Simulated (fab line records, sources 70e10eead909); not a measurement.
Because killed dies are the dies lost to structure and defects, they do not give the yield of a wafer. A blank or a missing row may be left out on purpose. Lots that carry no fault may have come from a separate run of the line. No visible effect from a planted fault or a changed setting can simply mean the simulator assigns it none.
Which tool is to blame? ; flow nand_harc ; 18 wafers from 6 lots sampled at 3 of the route's 1159 steps

## WHAT THE GAUGES SHOWED, per wafer
NHARC_P_ZERO_WELL_INSPECT_43.
lot;measured;on;raw_defect_count
L782;day 2 07:31;defect_inspect-02;11 18 22
L786;day 3 07:44;defect_inspect-02;7 15 13
L788;day 3 19:38;defect_inspect-02;14 12 8
L791;day 4 13:39;defect_inspect-02;14 6 13
L795;day 5 13:38;defect_inspect-01;13 798 12
L803;day 7 13:43;defect_inspect-02;13 6 8

## EACH LOT AND THE TOOL THAT RAN IT (in order: tool; ch and the chambers of the sampled wafers; start)
lot;NHARC_P_ZERO_WELL_DESCUM_13;NHARC_P_ZERO_WELL_STRIP_15
L782;rie_diel-08 ch 0,1,3, day 2 01:19;wet_bench-03 ch 2,3,5, day 2 01:42
L786;rie_diel-12 ch 1,2,3, day 3 01:25;wet_bench-04 ch 2,3,5, day 3 01:51
L788;rie_diel-12 ch 1,2,3, day 3 13:16;wet_bench-03 ch 0,3,7, day 3 13:44
L791;rie_diel-01 ch 0,1,3, day 4 07:22;wet_bench-03 ch 3,4,5, day 4 07:46
L795;rie_diel-12 ch 2,3, day 5 07:16;wet_bench-04 ch 1,2,4, day 5 07:42
L803;rie_diel-12 ch 0,1,2, day 7 07:23;wet_bench-09 ch 1,2,7, day 7 07:49
- NHARC_P_ZERO_WELL_DESCUM_13: chemistry O2, time 3 s.
- NHARC_P_ZERO_WELL_STRIP_15: strips in SPM, time 900 s.

## THE ANSWER, worked out from the rows above alone
Rule: what is usual is taken from the lots themselves. The widest of any qualifying gaps counts: lots, ordered by their means at a reading, are off when they make up no more than a third of the lots, leave a main group of 4 or more, and stand apart from it by 3 or more times the standard deviation of that group's means. A main group whose means are all the same, to the digits that the tables above print for the reading, isn't used. A lot without any number at a reading at which 4 lots or more have one is off too. All remaining lots with rows at the step are treated as sound.
Off at NHARC_P_ZERO_WELL_INSPECT_43 (raw_defect_count): L795. Mean 12 and standard deviation 2.7 in the main group.
A tool fits if, at a process step before that reading, it ran every lot that is off, and no sound lot after the first of them. Those tools and the gauges at NHARC_P_ZERO_WELL_INSPECT_43 are tried in the same way. Can't be told from this: 2 tools fit, wet_bench-04 at NHARC_P_ZERO_WELL_STRIP_15, defect_inspect-01 at NHARC_P_ZERO_WELL_INSPECT_43.

## WHAT HAD BEEN PUT IN BY THE SIMULATOR
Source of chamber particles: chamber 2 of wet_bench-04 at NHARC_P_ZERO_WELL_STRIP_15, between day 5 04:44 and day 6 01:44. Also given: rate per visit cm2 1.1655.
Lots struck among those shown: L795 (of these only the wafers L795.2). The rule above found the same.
